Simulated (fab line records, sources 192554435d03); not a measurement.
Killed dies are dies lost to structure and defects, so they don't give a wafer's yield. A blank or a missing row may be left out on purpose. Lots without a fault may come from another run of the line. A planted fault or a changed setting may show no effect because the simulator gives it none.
A struck lot beside a sound one | flow n5_finfet | 33 steps out of a route of 1938
Sound: wafers L118.1, L118.2, L118.3. Struck: wafers L122.1, L122.4, L122.5. The cause comes at the end.
At each step with rows: each side's tool, then ch and its chambers, then its first start. Under that, the readings that differ: sound wafers | struck wafers | difference of the means | sigmas: that difference in standard deviations of wafers without a fault.
alike: readings whose means differ by less than 2 such deviations, and words and numbers that are the same on both sides. not compared: withheld readings, readings that some wafer has no value for, bounds like >300 that may hide the same value, and numbers for which the record gives no deviation and whose values overlap.
The two part at a step that has a row with sigmas, a row that says differs or no value, or rows on one side only. Numbers that don't overlap but have no deviation are shown without sigmas and don't part them. A reading that every wafer of one side lacks parts them only if that side has two wafers or more.

first, 10 steps without rows for these wafers: N5_SD_EPI_P_PRECLEAN_51 (cleans in NF3:NH3, afs cycles 1, time 20 s, sublimation time 60 s); N5_SD_EPI_P_VAPOR_ETCH_44 (etches SiGe30 in NF3/Ar, time 3.3 s); N5_SD_EPI_P_EPI_21 (deposits SiGe:B, time 355 s); N5_SD_EPI_P_HM_STRIP_48 (strips SiNx in H3PO4, material SiNx, target depth 3 nm); N5_SD_EPI_P_SRD_49 (time 30 s); N5_SD_EPI_P_PRECLEAN_24 (cleans in O3/DIW, time 45 s); N5_SD_EPI_P_PRECLEAN_32 (cleans in dHF, time 10 s); N5_SD_EPI_P_PRECLEAN_33 (cleans in SC2, time 45 s); N5_SD_EPI_P_SRD_25 (time 30 s); N5_SD_ACTIVATION_RTA_00 (time 0 s).
N5_SD_ACTIVATION_LSA_01: time 0.0008 s.
  sound on laser_anneal-02 ch 0, day 4 21:12; struck on laser_anneal-02 ch 0, day 6 00:33
  reading          | sound                | struck               | difference | sigmas
  wafer_temp_C_max | 1085.0 1084.3 1083.7 | 1098.4 1097.8 1098.6 | +13.9      | +9
N5_SD_ACTIVATION_RS_MEAS_03: measures by four-point-probe.
  sound on film_metro-01, day 4 21:24; struck on film_metro-01, day 6 00:45
  reading          | sound             | struck            | difference | sigmas
  RS_SD_N (ohm/sq) | 21.70 21.51 21.98 | 20.69 20.46 20.79 | -1.08      | -4
  alike: RS_SD_P
then, 19 steps without rows for these wafers: N5_ILD0_LINER_00 (material SiNx, target thk 4 nm, pulse time 1 s, purge time 2 s); N5_ILD0_FCVD_FILL_01 (material SiO2 flowable, target thk 200 nm, time 328.3 s); N5_ILD0_CURE_02 (time 1800 s); N5_ILD0_CMP_03 (polishes, stops on SiNx, t overpolish 1.9 s, target thk 197.38 nm); N5_ILD0_CMP_07 (polishes SiO2 flowable, stops on poly-Si, t overpolish 1.18 s, target thk 138.88 nm); N5_ILD0_PRECLEAN_10 (cleans in NF3:NH3, afs cycles 5, time 20 s, sublimation time 60 s); N5_ILD0_ALD_15 (deposits SiNx, target thk 24 nm, pulse time 1 s, ald cycles 480); N5_ILD0_CMP_12 (polishes SiNx, stops on poly-Si, t overpolish 6 s, target thk 17.67 nm); N5_SDB_HM_DEP_00 (deposits SiNx from SiH4/NH3/N2, target thk 40 nm, time 35.3 s); N5_SDB_COAT_03 (time 60 s, resist thk 100 nm); N5_SDB_COAT_04 (time 60 s, resist thk 18 nm); N5_SDB_COAT_05 (resist thk 90 nm); N5_SDB_EBR_07; N5_SDB_SOFTBAKE_06 (time 60 s); N5_SDB_EXPOSE_08 (exposes mask SDB); N5_SDB_PEB_09 (peb time 60 s); N5_SDB_DEVELOP_10 (develop time 30 s); N5_SDB_DESCUM_16 (chemistry O2, time 7.9 s); N5_SDB_ETCH_17 (etches SiARC in CF4, target depth 23.4 nm, time 39 s).
-- the record jumps here: 4 days lie between the struck wafers' starts before and after (it left off in module SDB and takes up again in module BEOL_M4, whose first step shown is number 1111 of the route) --
N5_BEOL_M4_RC_MEAS_101:
  sound on prober-02 ch 0, day 9 12:39; struck on prober-02 ch 0, day 10 09:26
  reading          | sound          | struck         | difference | sigmas
  RC_N (ohm.um)    | 15.3 15.3 15.3 | 14.4 14.8 14.5 | -0.7       | -2
  RS_SD_N (ohm/sq) | 28.2 27.9 28.5 | 27.2 27.0 27.2 | -1.1       | -3
  alike: DIBL_N, DIBL_P, IOFF_N, IOFF_P, ION_N, ION_P, RC_DENSE_N, SS_N, SS_P, VT_N, VT_P
N5_PASSIVATION_PROBE_49:
  the record has rows for the sound wafers here (prober-01, day 14 05:13) and none for the struck ones

WHERE THEY PART
First at N5_SD_ACTIVATION_LSA_01; last, within this record, at N5_PASSIVATION_PROBE_49.

WHY: what the simulator had put in
Process parameter drift: laser_anneal-02, from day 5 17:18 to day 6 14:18, at N5_SD_ACTIVATION_LSA_01. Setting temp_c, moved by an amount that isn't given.
